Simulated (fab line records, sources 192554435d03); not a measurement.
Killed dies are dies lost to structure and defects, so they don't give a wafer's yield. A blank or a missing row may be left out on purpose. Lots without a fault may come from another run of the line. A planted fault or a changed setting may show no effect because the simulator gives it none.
fab line records | flow n5_finfet
record lots=5 wafers=15 last_day=18
route steps=1938 shown BEOL_M11@1588 BEOL_M12@1602
lots that met no fault: from a run of the same line without faults
start_h: hours from the record's first day to the start of the lot's first wafer shown | wait_h: hours since the lot's step before | " the same as in the row above | L1.1+2: a row that stands for several wafers | - no value, or no start given | * or withheld: withheld | < > ~ a bound
route shown NAME@n: a module of which the file shows steps, and the number in the route of the first | usual: mean/standard deviation of fault-free wafers | same: alike in all rows | chamber/n: place in a boat | sites: the reading at each site | _std_site: their standard deviation | _edge_site: outer sites' mean less inner sites' | radius_mm: how far each site lies from the wafer's centre | mask NAME#n: copy n | behind: the tool/chamber that last shaped the wafer | hold: why the lot was held/for how many hours/how that ended | device: the transistor (n, p or np) that didn't switch | end of line: the same wafers' tests at the end of the route | a step without rows: its recipe alone | killed: dies lost to structure and defects at the first sort, not the wafer's yield | map: a wafer's dies, x killed, . not, _ none there
set.NAME: the setting as run; set.NAME@STEP: as run at that earlier step | model.NAME: the simulator's own value behind a step, which no gauge read
lots at some steps of the route; a table a step, a row a wafer
services: from which hour (start_h, from the record's first day; less than 0 if before it) a tool's chamber was out of use, for how many hours, and why
## steps
# step N5_BEOL_M11_DEGAS_44
# recipe ambient=vacuum temp_c=250 time_s=60
# usual heater_power_w=337/55 susceptor_temp_C=249.99/0.16
# columns lot.wafer tool chamber start_h wait_h heater_power_w susceptor_temp_C
L081.2 pvd_sputter-01 - 273.17 0.2 349 249.66
L081.4 " - " " 328 250.03
L081.6 " - " " 343 250.19
L082.4 pvd_sputter-01 - 281.51 0.3 348 250.08
L082.5 " - " " 323 250.12
L082.6 " - " " 349 250.15
L086.2 pvd_sputter-03 - 309.00 0.2 283 249.82
L086.3 " - " " 327 249.98
L086.6 " - " " 314 250.00
L089.1 pvd_sputter-02 - 330.09 0.4 427 249.88
L089.2 " - " " 429 249.95
L089.5 " - " " 428 249.88
L097.1 pvd_sputter-02 - 395.47 0.5 245 249.95
L097.3 " - " " 346 249.90
L097.5 " - " " 416 250.09
# step N5_BEOL_M11_PRE_CLEAN_45
# recipe gas=H2/He time_s=30 temp_c=250
# usual heater_power_w=337/55 susceptor_temp_C=250.03/0.18
# columns lot.wafer tool chamber start_h wait_h heater_power_w susceptor_temp_C
L081.2 pvd_sputter-01 - 273.21 0.0 342 250.15
L081.4 " - " " 324 249.93
L081.6 " - " " 348 249.80
L082.4 pvd_sputter-01 - 281.55 0.0 348 250.24
L082.5 " - " " 328 250.03
L082.6 " - " " 352 249.90
L086.2 pvd_sputter-03 - 309.04 0.0 289 250.15
L086.3 " - " " 324 250.10
L086.6 " - " " 333 250.24
L089.1 pvd_sputter-02 - 330.13 0.0 420 249.67
L089.2 " - " " 415 250.00
L089.5 " - " " 434 249.92
L097.1 pvd_sputter-02 - 395.51 0.0 246 250.15
L097.3 " - " " 344 249.96
L097.5 " - " " 422 250.07
# step N5_BEOL_M11_ALD_74
# recipe material=TaN target_thk_a=20 temp_c=275 ald_precursor_family=PDMAT ald_co_reactant=NH3 pressure_torr=3 carrier_flow_sccm=1500 pulse_time_s=2 purge_time_s=3 co_reactant_purge_time_s=2 co_reactant_pulse_time_s=3 ald_cycles=40 precursor_vessel_temp_c=75 precursor_vessel_pressure_torr=26.25 precursor_vessel_carrier_sccm=1000
# usual heater_power_w=415/34 precursor_vessel_carrier_sccm=1000/3.2 susceptor_temp_C=274.99/0.17
# same ald_cycles=40 purge_time_s=3
# columns lot.wafer tool chamber start_h wait_h heater_power_w precursor_vessel_carrier_sccm susceptor_temp_C
L081.2 ald_metal-01 2 273.27 0.0 396 997 275.19
L081.4 " 1 " " 384 997 274.87
L081.6 " 1 " " 391 998 275.18
L082.4 ald_metal-03 0 281.65 0.1 397 1002 274.98
L082.5 " 3 " " 404 1002 274.86
L082.6 " 0 " " 397 1002 275.14
L086.2 ald_metal-01 2 309.16 0.1 381 1000 274.93
L086.3 " 3 " " 375 998 275.08
L086.6 " 2 " " 391 1000 274.87
L089.1 ald_metal-04 1 330.41 0.3 393 997 275.02
L089.2 " 0 " " 405 1003 274.76
L089.5 " 3 " " 475 997 274.89
L097.1 ald_metal-04 1 395.60 0.1 388 1005 274.96
L097.3 " 2 " " 429 1001 275.27
L097.5 " 0 " " 398 998 275.11
# step N5_BEOL_M11_SURFACE_TREAT_76
# recipe gas=Ar time_s=* ion_energy_ev=* ion_current_ma_cm2=0.5 pressure_mtorr=* ar_flow_sccm=30
# usual throttle_valve_pct=*
# columns lot.wafer tool chamber start_h wait_h throttle_valve_pct
L081.2 pvd_sputter-02 - 273.68 0.3 *
L081.4 " - " " *
L081.6 " - " " *
L082.4 pvd_sputter-02 - 281.98 0.2 *
L082.5 " - " " *
L082.6 " - " " *
L086.2 pvd_sputter-02 - 309.56 0.3 *
L086.3 " - " " *
L086.6 " - " " *
L089.1 pvd_sputter-02 - 330.75 0.2 *
L089.2 " - " " *
L089.5 " - " " *
L097.1 pvd_sputter-03 - 395.88 0.2 *
L097.3 " - " " *
L097.5 " - " " *
# step N5_BEOL_M11_CVD_75
# recipe material=Co target_thk_a=20 temp_c=withheld precursor=CCTBA/H2 pressure_torr=30 time_s=138.9
# columns lot.wafer tool chamber start_h wait_h
L081.2+4+6 cvd_co-02 2,0,1 274.01 0.3
L082.4+5+6 cvd_co-01 1,0,2 282.16 0.2
L086.2+3+6 cvd_co-01 1,1,0 309.80 0.2
L089.1+2+5 cvd_co-02 0,1,0 331.06 0.3
L097.1+3+5 cvd_co-02 0,2,2 395.97 0.1
# step N5_BEOL_M11_SPUTTER_48
# recipe material=Cu target_thk_a=120 temp_c=-20 bias_v=60 power_w=26000 chamber_pressure_pa=0.13 time_s=2
# usual chuck_sensor_temp_C=-15.8/0.38 susceptor_temp_C=-19.99/0.1 throttle_valve_pct=30.1/1
# columns lot.wafer tool chamber start_h wait_h chuck_sensor_temp_C susceptor_temp_C throttle_valve_pct
L081.2 pvd_sputter-02 - 274.36 0.3 -16.3 -20.08 30.2
L081.4 " - " " -15.7 -20.04 30.3
L081.6 " - " " -16.3 -20.11 30.1
L082.4 pvd_sputter-01 - 282.25 0.0 -15.3 -20.01 29.2
L082.5 " - " " -15.7 -19.79 28.5
L082.6 " - " " -16.6 -19.80 30.4
L086.2 pvd_sputter-01 - 311.12 1.3 -16.7 -19.87 30.6
L086.3 " - " " -15.5 -20.00 28.6
L086.6 " - " " -15.4 -19.96 28.5
L089.1 pvd_sputter-02 - 331.27 0.2 -15.5 -19.97 29.9
L089.2 " - " " -15.5 -20.02 31.4
L089.5 " - " " -15.5 -20.04 29.8
L097.1 pvd_sputter-02 - 396.09 0.1 -15.6 -20.14 29.9
L097.3 " - " " -15.5 -19.96 30.5
L097.5 " - " " -15.5 -20.11 30.6
# step N5_BEOL_M11_ECD_50
# recipe material=Cu target_thk_a=3180
# columns lot.wafer tool chamber start_h wait_h
L081.2+4+6 ecd_cu-01 0,1,1 274.48 0.1
L082.4+5+6 ecd_cu-01 0,0,1 282.39 0.1
L086.2+3+6 ecd_cu-02 1 311.23 0.1
L089.1+2+5 ecd_cu-01 0,1,1 331.39 0.1
L097.1+3+5 ecd_cu-02 0 396.21 0.1
# step N5_BEOL_M11_ANNEAL_51
# recipe temp_c=225 time_s=90 ambient=N2
# usual wafer_temp_C_max=226.1/0.34
# columns lot.wafer tool chamber start_h wait_h wafer_temp_C_max
L081.2 rtp_anneal-01 0 274.83 0.3 225.8
L081.4 " 0 " " 226.1
L081.6 " 0 " " 225.9
L082.4 rtp_anneal-02 0 282.92 0.5 226.1
L082.5 " 0 " " 226.5
L082.6 " 0 " " 226.6
L086.2 rtp_anneal-01 0 311.55 0.3 226.0
L086.3 " 0 " " 226.1
L086.6 " 0 " " 225.7
L089.1 rtp_anneal-01 0 331.61 0.2 226.7
L089.2 " 0 " " 225.7
L089.5 " 0 " " 225.9
L097.1 rtp_anneal-01 0 396.61 0.4 225.9
L097.3 " 0 " " 225.6
L097.5 " 0 " " 226.1
# step N5_BEOL_M11_CMP_52
# recipe stop_on=SiCOH_lowk t_overpolish_s=7 down_force_psi=1 platen_rpm=50 clearing_platen_down_force_psi=1.5 clearing_platen_rpm=50 post_cmp_clean=cu_alkaline target_thk_nm=140 clearing_platen_pad_velocity_m_s=0.99484 pad_velocity_m_s=0.99484
# usual barrier_field_endpoint_s=29.2/0.8 clearing_platen_rpm=50.002/0.025 motor_current_A=5.8/0.53 overpolish_run_s=7.000/0.0091 retaining_ring_pressure_frac=1.000/0.0048 time_to_endpoint_s=66/3.5
# columns lot.wafer tool chamber start_h wait_h barrier_field_endpoint_s clearing_platen_rpm motor_current_A overpolish_run_s retaining_ring_pressure_frac time_to_endpoint_s
L081.4 cmp-03 1 275.16 0.2 30.2 49.983 6.3 7.018 0.999 70
L081.2 " 2 " " 29.7 50.036 6.1 7.012 1.003 64
L081.6 " 0 " " 31.5 50.024 5.9 7.001 1.001 72
L082.4 cmp-03 3 283.17 0.2 29.4 49.966 5.9 7.006 0.996 70
L082.6 " 1 " " 28.8 50.011 6.1 7.010 1.003 68
L082.5 " 2 " " 27.8 49.987 5.9 6.998 1.000 65
L086.3 cmp-03 1 311.84 0.2 29.0 49.970 6.3 7.006 0.993 69
L086.2 " 2 " " 27.8 49.995 5.9 7.008 1.007 63
L086.6 " 1 " " 29.7 49.986 5.9 7.003 0.991 67
L089.1 cmp-03 3 331.98 0.3 30.0 50.026 5.9 7.009 1.017 70
L089.2 " 0 " " 29.2 50.023 5.8 6.992 0.999 67
L089.5 " 2 " " 29.2 50.003 6.1 7.004 1.003 63
L097.3 cmp-02 2 396.91 0.2 28.8 50.000 5.9 7.003 1.003 65
L097.1 " 3 " " 28.3 49.998 5.6 6.996 1.003 61
L097.5 " 3 " " 28.4 49.982 5.8 7.001 1.003 63
# step N5_BEOL_M11_THK_MEAS_53
# recipe thk_meas_gauge=xrf reads=Cu_of_BEOL_M11_ECD_50
# usual M11_THK=142/3.8
# columns lot.wafer tool chamber start_h wait_h M11_THK[nm]
L081.2 film_metro-02 - 275.38 - 141
L081.4 " - " " 149
L081.6 " - " " 148
L082.4 film_metro-01 - 283.39 - 145
L082.5 " - " " 144
L082.6 " - " " 146
L086.2 film_metro-01 - 312.09 - 147
L086.3 " - " " 147
L086.6 " - " " 147
L089.1 film_metro-01 - 332.20 - 142
L089.2 " - " " 145
L089.5 " - " " 143
L097.1 film_metro-02 - 397.21 - 137
L097.3 " - " " 137
L097.5 " - " " 137
# step N5_BEOL_M11_PRE_CLEAN_55
# recipe gas=NH3 time_s=15 temp_c=withheld rf_power_w=300
# columns lot.wafer tool chamber start_h wait_h
L081.2+4+6 pecvd-02 1,1,2 275.41 0.0
L082.4+5+6 pecvd-02 1,0,2 283.44 0.0
L086.2+3+6 pecvd-02 0,1,0 312.13 0.0
L089.1+2+5 pecvd-04 0,1,1 332.24 0.0
L097.1+3+5 pecvd-02 1,0,2 397.24 0.0
# step N5_BEOL_M11_DEP_56
# recipe material=SiCN target_thk_a=300 temp_c=withheld precursor=3MS/NH3 pressure_torr=3 rf_w=675 time_s=10.5
# usual showerhead_plenum_p_Torr=4.162/0.022 throttle_valve_pct=17.8/0.71
# columns lot.wafer tool chamber start_h wait_h showerhead_plenum_p_Torr throttle_valve_pct
L081.2 pecvd-02 1 275.44 0.0 4.157 17.5
L081.4 " 1 " " 4.157 17.8
L081.6 " 2 " " 4.137 17.5
L082.4 pecvd-02 1 283.47 0.0 4.159 17.6
L082.5 " 0 " " 4.144 18.8
L082.6 " 2 " " 4.129 17.6
L086.2 pecvd-02 0 312.16 0.0 4.148 18.7
L086.3 " 1 " " 4.163 17.5
L086.6 " 0 " " 4.136 18.5
L089.1 pecvd-04 0 332.26 0.0 4.184 18.7
L089.2 " 1 " " 4.174 18.3
L089.5 " 1 " " 4.162 18.4
L097.1 pecvd-02 1 397.27 0.0 4.162 17.6
L097.3 " 0 " " 4.141 18.7
L097.5 " 2 " " 4.141 17.7
# step N5_BEOL_M11_RS_MEAS_57
# recipe thk_meas_gauge=four-point-probe reads=Cu_of_BEOL_M11_ECD_50+Co_of_BEOL_M11_CVD_75+TaN_of_BEOL_M11_ALD_74
# usual M11_RS=0.151/0.0043
# columns lot.wafer tool chamber start_h wait_h M11_RS[ohm/sq]
L081.2 film_metro-02 - 275.50 0.0 0.150
L081.4 " - " " 0.143
L081.6 " - " " 0.144
L082.4 film_metro-02 - 283.52 0.0 0.150
L082.5 " - " " 0.151
L082.6 " - " " 0.148
L086.2 film_metro-02 - 312.22 0.0 0.146
L086.3 " - " " 0.146
L086.6 " - " " 0.146
L089.1 film_metro-01 - 332.33 0.0 0.151
L089.2 " - " " 0.148
L089.5 " - " " 0.151
L097.1 film_metro-01 - 397.33 0.0 0.155
L097.3 " - " " 0.156
L097.5 " - " " 0.156
# step N5_BEOL_M11_INSPECT_58
# recipe inspect_instrument=darkfield mode=post_dep
# usual raw_defect_count=75/24
# columns lot.wafer tool chamber start_h wait_h raw_defect_count
L081.2 defect_inspect-01 - 275.53 0.0 50
L081.4 " - " " 46
L081.6 " - " " 59
L082.4 defect_inspect-02 - 283.54 0.0 60
L082.5 " - " " 43
L082.6 " - " " 59
L086.2 defect_inspect-01 - 312.24 0.0 63
L086.3 " - " " 165
L086.6 " - " " 86
L089.1 defect_inspect-02 - 332.35 0.0 76
L089.2 " - " " 84
L089.5 " - " " 93
L097.1 defect_inspect-02 - 397.36 0.0 60
L097.3 " - " " 126
L097.5 " - " " 108
# step N5_BEOL_M12_ILD_DEP_00
# recipe material=SiOC target_thk_a=6589.2 temp_c=350 precursor=DEMS/O2 pressure_torr=5 rf_w=500 time_s=130.7
# usual heater_power_w=470/58 showerhead_plenum_p_Torr=5.693/0.014 susceptor_temp_C=349.99/0.21 throttle_valve_pct=11.9/0.67
# columns lot.wafer tool chamber start_h wait_h heater_power_w showerhead_plenum_p_Torr susceptor_temp_C throttle_valve_pct
L081.2 pecvd-03 2 275.56 0.0 469 5.699 350.29 11.0
L081.4 " 1 " " 438 5.678 350.34 12.8
L081.6 " 2 " " 498 5.688 350.52 11.1
L082.4 pecvd-01 2 283.63 0.1 614 5.704 350.16 11.8
L082.5 " 1 " " 465 5.681 349.99 11.9
L082.6 " 0 " " 507 5.711 350.15 10.9
L086.2 pecvd-02 1 312.28 0.0 482 5.691 350.04 11.6
L086.3 " 2 " " 468 5.677 350.34 11.4
L086.6 " 0 " " 387 5.682 350.03 12.5
L089.1 pecvd-03 2 332.39 0.0 530 5.707 350.30 10.9
L089.2 " 0 " " 488 5.717 350.03 12.6
L089.5 " 1 " " 395 5.676 349.57 12.6
L097.1 pecvd-01 0 397.39 0.0 429 5.705 349.89 10.9
L097.3 " 2 " " 595 5.692 350.22 12.1
L097.5 " 2 " " 498 5.707 349.90 11.5
# step N5_BEOL_M12_THK_MEAS_01
# recipe reads=SiOC_of_BEOL_M12_ILD_DEP_00
# usual M12_ILD_THK=660/8.2
# columns lot.wafer tool chamber start_h wait_h M12_ILD_THK[nm]
L081.2 film_metro-01 - 275.69 0.1 654
L081.4 " - " " 669
L081.6 " - " " 669
L082.4 film_metro-02 - 283.71 0.0 665
L082.5 " - " " 667
L082.6 " - " " 667
L086.2 film_metro-01 - 312.41 0.1 663
L086.3 " - " " 656
L086.6 " - " " 674
L089.1 film_metro-02 - 332.52 0.1 650
L089.2 " - " " 644
L089.5 " - " " 666
L097.1 film_metro-02 - 397.58 0.1 650
L097.3 " - " " 660
L097.5 " - " " 657
# step N5_BEOL_M12_COAT_58
# recipe resist=BARC temp_c=205 time_s=60 spin_rpm=1500 resist_thk_nm=89
# usual exhaust_pa=45.1/1
# columns lot.wafer tool chamber start_h wait_h exhaust_pa
L081.2 litho_track-05 0 275.73 0.0 45.3
L081.4 " 0 " " 43.5
L081.6 " 0 " " 44.7
L082.4 litho_track-04 0 283.74 0.0 44.5
L082.5 " 0 " " 43.2
L082.6 " 0 " " 42.7
L086.2 litho_track-04 0 312.44 0.0 44.7
L086.3 " 0 " " 44.9
L086.6 " 0 " " 45.7
L089.1 litho_track-05 0 332.55 0.0 46.1
L089.2 " 0 " " 47.1
L089.5 " 0 " " 46.1
L097.1 litho_track-05 0 397.61 0.0 44.6
L097.3 " 0 " " 44.9
L097.5 " 0 " " 46.0
# step N5_BEOL_M12_COAT_04
# recipe spin_rpm=1625 resist_thk_nm=400
# usual exhaust_pa=44.9/0.92
# columns lot.wafer tool chamber start_h wait_h exhaust_pa
L081.2 litho_track-05 0 - - 45.0
L081.4 " 0 " " 45.6
L081.6 " 0 " " 45.0
L082.4 litho_track-04 0 - - 44.5
L082.5 " 0 " " 45.3
L082.6 " 0 " " 44.0
L086.2 litho_track-04 0 - - 46.3
L086.3 " 0 " " 46.3
L086.6 " 0 " " 44.5
L089.1 litho_track-05 0 - - 44.2
L089.2 " 0 " " 42.0
L089.5 " 0 " " 44.5
L097.1 litho_track-05 0 - - 44.4
L097.3 " 0 " " 45.1
L097.5 " 0 " " 44.7
# step N5_BEOL_M12_EBR_06
# recipe solvent=PGMEA ebr_width_mm=1.5
# usual exhaust_pa=45.1/0.9
# same ebr_width_mm=1.5
# columns lot.wafer tool chamber start_h wait_h exhaust_pa
L081.2 litho_track-05 0 - - 46.4
L081.4 " 0 " " 45.4
L081.6 " 0 " " 43.4
L082.4 litho_track-04 0 - - 46.3
L082.5 " 0 " " 47.1
L082.6 " 0 " " 47.0
L086.2 litho_track-04 0 - - 45.0
L086.3 " 0 " " 45.2
L086.6 " 0 " " 45.4
L089.1 litho_track-05 0 - - 45.1
L089.2 " 0 " " 45.3
L089.5 " 0 " " 43.2
L097.1 litho_track-05 0 - - 45.9
L097.3 " 0 " " 45.5
L097.5 " 0 " " 46.3
# step N5_BEOL_M12_SOFTBAKE_05
# recipe temp_c=130 time_s=60
# usual exhaust_pa=45.1/0.95
# columns lot.wafer tool chamber start_h wait_h exhaust_pa
L081.2 litho_track-05 0 - - 43.5
L081.4 " 0 " " 43.4
L081.6 " 0 " " 46.2
L082.4 litho_track-04 0 - - 45.5
L082.5 " 0 " " 43.9
L082.6 " 0 " " 44.2
L086.2 litho_track-04 0 - - 44.7
L086.3 " 0 " " 44.8
L086.6 " 0 " " 44.7
L089.1 litho_track-05 0 - - 44.7
L089.2 " 0 " " 44.0
L089.5 " 0 " " 44.0
L097.1 litho_track-05 0 - - 45.1
L097.3 " 0 " " 42.9
L097.5 " 0 " " 43.6
# step N5_BEOL_M12_EXPOSE_07
# recipe mask_id=V11 na=0.93 source_shape=conventional sigma_outer=0.6 polarization=unpolarized attpsm_phase_deg=180 dose_mj=32.5
# columns lot.wafer tool chamber start_h wait_h mask
L081.2+4+6 krf_scanner-01 0 275.83 - V11#0
L082.4+5+6 krf_scanner-01 0 283.86 - V11#0
L086.2+3+6 krf_scanner-01 0 312.55 - V11#0
L089.1+2+5 krf_scanner-02 0 332.78 - V11#0
L097.1+3+5 krf_scanner-01 0 397.71 - V11#0
# step N5_BEOL_M12_PEB_08
# recipe peb_temp_c=130 peb_time_s=90
# usual exhaust_pa=44.8/0.93
# columns lot.wafer tool chamber start_h wait_h exhaust_pa
L081.2 litho_track-01 0 275.88 0.0 45.2
L081.4 " 0 " " 45.0
L081.6 " 0 " " 44.4
L082.4 litho_track-04 0 283.90 0.0 43.8
L082.5 " 0 " " 44.9
L082.6 " 0 " " 44.3
L086.2 litho_track-04 0 312.60 0.0 44.4
L086.3 " 0 " " 44.3
L086.6 " 0 " " 44.9
L089.1 litho_track-04 0 332.84 0.1 45.6
L089.2 " 0 " " 45.8
L089.5 " 0 " " 45.8
L097.1 litho_track-05 0 397.76 0.1 44.1
L097.3 " 0 " " 45.6
L097.5 " 0 " " 46.2
# step N5_BEOL_M12_DEVELOP_09
# recipe develop_time_s=45 rinse_liquid=diw dry=air_spin dev_temp_c=21
# usual exhaust_pa=44.9/0.91
# columns lot.wafer tool chamber start_h wait_h exhaust_pa
L081.2 litho_track-01 0 - - 44.1
L081.4 " 0 " " 46.3
L081.6 " 0 " " 44.9
L082.4 litho_track-04 0 - - 45.2
L082.5 " 0 " " 44.3
L082.6 " 0 " " 43.7
L086.2 litho_track-04 0 - - 44.7
L086.3 " 0 " " 43.4
L086.6 " 0 " " 44.7
L089.1 litho_track-04 0 - - 43.5
L089.2 " 0 " " 43.9
L089.5 " 0 " " 44.2
L097.1 litho_track-05 0 - - 43.9
L097.3 " 0 " " 44.9
L097.5 " 0 " " 45.5
# step N5_BEOL_M12_HARDBAKE_14
# recipe temp_c=130 time_s=120
# usual exhaust_pa=44.9/0.98
# columns lot.wafer tool chamber start_h wait_h exhaust_pa
L081.2 litho_track-01 0 - - 44.9
L081.4 " 0 " " 44.3
L081.6 " 0 " " 43.7
L082.4 litho_track-04 0 - - 46.0
L082.5 " 0 " " 46.3
L082.6 " 0 " " 46.0
L086.2 litho_track-04 0 - - 45.1
L086.3 " 0 " " 45.3
L086.6 " 0 " " 45.4
L089.1 litho_track-04 0 - - 47.1
L089.2 " 0 " " 45.8
L089.5 " 0 " " 45.8
L097.1 litho_track-05 0 - - 43.8
L097.3 " 0 " " 44.4
L097.5 " 0 " " 43.7
# step N5_BEOL_M12_CD_MEAS_10
# recipe target_cd_nm=140 landing_energy_ev=500 detector=se_inlens polarity=opening
# usual cd_nm=140.7/1.5
# columns lot.wafer tool chamber start_h wait_h cd_nm
L081.2 cd_sem-02 0 276.00 - 140.2
L081.4 " 0 " " 139.5
L081.6 " 0 " " 136.7
L082.4 cd_sem-01 0 284.02 - 143.1
L082.5 " 0 " " 142.3
L082.6 " 0 " " 140.3
L086.2 cd_sem-03 0 312.72 - 142.4
L086.3 " 0 " " 139.5
L086.6 " 0 " " 142.3
L089.1 cd_sem-03 0 332.95 - 138.6
L089.2 " 0 " " 141.6
L089.5 " 0 " " 140.7
L097.1 cd_sem-03 0 397.88 - 140.2
L097.3 " 0 " " 143.2
L097.5 " 0 " " 142.1
# step N5_BEOL_M12_OVL_MEAS_11
# recipe points_per_wafer=44
# usual V11_OVL=0/5.2
# columns lot.wafer tool chamber start_h wait_h V11_OVL[nm]
L081.2 overlay-01 0 276.03 0.0 4
L081.4 " 0 " " 3
L081.6 " 0 " " 7
L082.4 overlay-01 0 284.04 0.0 2
L082.5 " 0 " " 5
L082.6 " 0 " " 6
L086.2 overlay-02 0 312.75 0.0 -6
L086.3 " 0 " " 1
L086.6 " 0 " " -11
L089.1 overlay-01 0 332.98 0.0 -8
L089.2 " 0 " " -5
L089.5 " 0 " " -6
L097.1 overlay-02 0 397.91 0.0 -2
L097.3 " 0 " " -3
L097.5 " 0 " " -7
# step N5_BEOL_M12_INSPECT_12
# recipe mode=adi inspect_instrument=macro
# usual raw_defect_count=2.1/1.5
# columns lot.wafer tool chamber start_h wait_h raw_defect_count
L081.2 defect_inspect-02 - 276.05 0.0 2
L081.4 " - " " 2
L081.6 " - " " 2
L082.4 defect_inspect-01 - 284.07 0.0 1
L082.5 " - " " 3
L082.6 " - " " 1
L086.2 defect_inspect-02 - 312.77 0.0 0
L086.3 " - " " 2
L086.6 " - " " 1
L089.1 defect_inspect-02 - 333.01 0.0 1
L089.2 " - " " 5
L089.5 " - " " 1
L097.1 defect_inspect-01 - 397.93 0.0 4
L097.3 " - " " 3
L097.5 " - " " 3
# step N5_BEOL_M12_DESCUM_15
# recipe chemistry=O2 time_s=7.9 source_power_w=50 bias_power_w=20 pressure_mtorr=20 rf_frequency_hz=2.712e+07 temp_c=40 o2_flow_sccm=225
# usual drypump_motor_current_A=5.8/0.43 o2_flow_sccm=225.1/0.66 oes_product_au=0.82/0.086 rf_vpp_V=243.5/1.5 showerhead_plenum_p_Torr=2.11/0.07 throttle_valve_pct=20.34/0.26
# columns lot.wafer tool chamber start_h wait_h drypump_motor_current_A o2_flow_sccm oes_product_au rf_hours_counter_h rf_vpp_V showerhead_plenum_p_Torr throttle_valve_pct
L081.2 rie_diel-04 2 276.09 0.0 5.5 224.7 0.69 219 241.3 2.00 20.61
L081.4 " 0 " " 6.4 224.6 0.92 19 245.1 2.14 20.73
L081.6 " 1 " " 6.1 226.6 0.82 - 243.9 2.10 20.21
L082.4 rie_diel-03 0 284.12 0.0 5.8 225.2 0.99 - 243.4 2.16 19.89
L082.5 " 1 " " 5.8 224.8 0.80 - 243.4 2.10 20.45
L082.6 " 3 " " 5.5 224.7 0.86 - 241.3 2.06 20.56
L086.2 rie_diel-05 3 313.18 0.4 5.7 225.1 0.98 3 243.2 2.07 20.23
L086.3 " 2 " " 5.1 225.7 0.83 66 245.1 2.19 19.93
L086.6 " 3 " " 5.7 224.0 0.99 - 243.7 2.07 20.24
L089.1 rie_diel-04 2 333.04 0.0 5.5 225.0 0.69 238 240.7 2.00 20.62
L089.2 " 0 " " 6.4 225.5 0.88 39 243.6 2.13 20.76
L089.5 " 0 " " 6.4 224.9 0.88 - 243.6 2.13 20.75
L097.1 rie_diel-03 1 397.97 0.0 5.8 225.4 0.77 112 245.1 2.09 20.51
L097.3 " 3 " " 5.5 225.2 0.82 95 242.0 2.04 20.62
L097.5 " 3 " " 5.6 224.3 0.81 - 241.5 2.04 20.62
# step N5_BEOL_M12_ETCH_59
# recipe chemistry=N2/H2 target=BARC target_depth_a=890 overetch_a=267 time_s=67.9 ion_energy_ev=200 pressure_mtorr=30 source_w=840 bias_w=150 n2_flow_sccm=200 h2_flow_sccm=200
# usual drypump_motor_current_A=5.8/0.43 oes_product_au=0.70/0.07 rf_vpp_V=524.4/2.6 showerhead_plenum_p_Torr=2.57/0.097 throttle_valve_pct=17.78/0.28
# columns lot.wafer tool chamber start_h wait_h drypump_motor_current_A oes_product_au rf_hours_counter_h rf_vpp_V showerhead_plenum_p_Torr throttle_valve_pct
L081.2 rie_diel-04 2 276.12 0.0 5.5 0.60 219 519.2 2.42 17.97
L081.4 " 0 " " 6.4 0.77 19 525.9 2.58 18.10
L081.6 " 1 " " 6.1 0.69 - 524.4 2.57 17.76
L082.4 rie_diel-03 0 284.16 0.0 5.8 0.85 - 524.5 2.60 17.13
L082.5 " 1 " " 5.8 0.69 - 523.7 2.59 18.14
L082.6 " 3 " " 5.5 0.74 - 521.9 2.45 17.74
L086.2 rie_diel-05 3 313.21 0.0 5.7 0.83 3 522.1 2.49 17.46
L086.3 " 2 " " 5.1 0.71 66 525.9 2.70 17.65
L086.6 " 3 " " 5.7 0.83 - 522.4 2.49 17.46
L089.1 rie_diel-04 2 333.07 0.0 5.5 0.59 238 518.9 2.41 17.99
L089.2 " 0 " " 6.4 0.73 39 526.4 2.57 18.11
L089.5 " 0 " " 6.4 0.74 - 524.4 2.57 18.11
L097.1 rie_diel-03 1 398.00 0.0 5.8 0.65 112 523.7 2.57 18.20
L097.3 " 3 " " 5.5 0.70 95 522.3 2.44 17.80
L097.5 " 3 " " 5.5 0.69 - 521.6 2.44 17.81
# step N5_BEOL_M12_VIA_ETCH_16
# recipe chemistry=C4F8/O2/Ar target=SiOC pressure_mtorr=30 source_w=3000 bias_w=700 Ar_flow_sccm=400 C4F8_flow_sccm=15 O2_flow_sccm=8 he_inner_torr=15 he_outer_torr=30 target_depth_a=7248 time_s=withheld ion_energy_ev=250 ends=cleared
# usual drypump_motor_current_A=5.8/0.43 he_outer_torr=30.00/0.056 oes_product_au=0.74/0.077 rf_vpp_V=666/3.3 showerhead_plenum_p_Torr=3.45/0.12 throttle_valve_pct=24.09/0.25
# columns lot.wafer tool chamber start_h wait_h drypump_motor_current_A he_outer_torr oes_product_au rf_vpp_V showerhead_plenum_p_Torr throttle_valve_pct
L081.2 rie_diel-04 2 276.17 0.0 5.4 30.00 0.63 662 3.25 24.16
L081.4 " 0 " " 6.4 30.09 0.83 668 3.50 24.66
L081.6 " 1 " " 6.1 29.98 0.73 666 3.44 24.03
L082.4 rie_diel-03 0 284.28 0.1 5.8 30.02 0.89 668 3.50 23.58
L082.5 " 1 " " 5.8 30.03 0.72 666 3.42 24.17
L082.6 " 3 " " 5.5 29.92 0.79 663 3.33 24.24
L086.2 rie_diel-05 3 313.26 0.0 5.7 30.03 0.89 663 3.35 23.80
L086.3 " 2 " " 5.1 29.96 0.76 670 3.62 23.98
L086.6 " 3 " " 5.7 29.98 0.88 665 3.35 23.81
L089.1 rie_diel-04 2 333.13 0.0 5.5 30.06 0.62 661 3.24 24.18
L089.2 " 0 " " 6.4 30.03 0.80 666 3.49 24.69
L089.5 " 0 " " 6.4 30.04 0.81 668 3.49 24.68
L097.1 rie_diel-03 1 398.05 0.0 5.8 30.04 0.69 667 3.40 24.23
L097.3 " 3 " " 5.5 30.02 0.73 662 3.31 24.29
L097.5 " 3 " " 5.5 29.99 0.73 662 3.31 24.30
## services
# columns tool chamber start_h hours kind
rie_diel-04 3 251.44 4.5 repair
ecd_cu-01 - 255.23 2.1 repair
rie_diel-05 3 256.33 3.1 repair
rie_diel-03 2 262.22 1.6 repair
rie_diel-04 1 270.31 3.5 repair
krf_scanner-01 - 272.11 3.6 pm
krf_scanner-01 - 277.12 1.3 pm
rie_diel-03 2 283.29 16.3 repair
cmp-03 - 297.55 4.0 pm
krf_scanner-01 - 299.65 1.0 pm
rie_diel-05 2 309.40 3.4 repair
ecd_cu-01 - 309.42 3.7 repair
pvd_sputter-03 - 313.96 11.4 repair
cmp-03 - 316.37 1.2 repair
rie_diel-05 3 320.86 5.4 repair
pvd_sputter-01 - 331.34 3.0 repair
cmp-03 - 333.87 1.7 repair
pvd_sputter-01 - 337.39 1.7 repair
rie_diel-03 1 344.53 6.7 repair
cmp-03 - 346.48 0.3 repair
rie_diel-04 0 355.13 2.6 repair
cmp-03 - 364.83 0.5 repair
cvd_co-02 0 367.36 12.7 repair
cmp-03 - 389.59 3.2 repair
## key
fault none
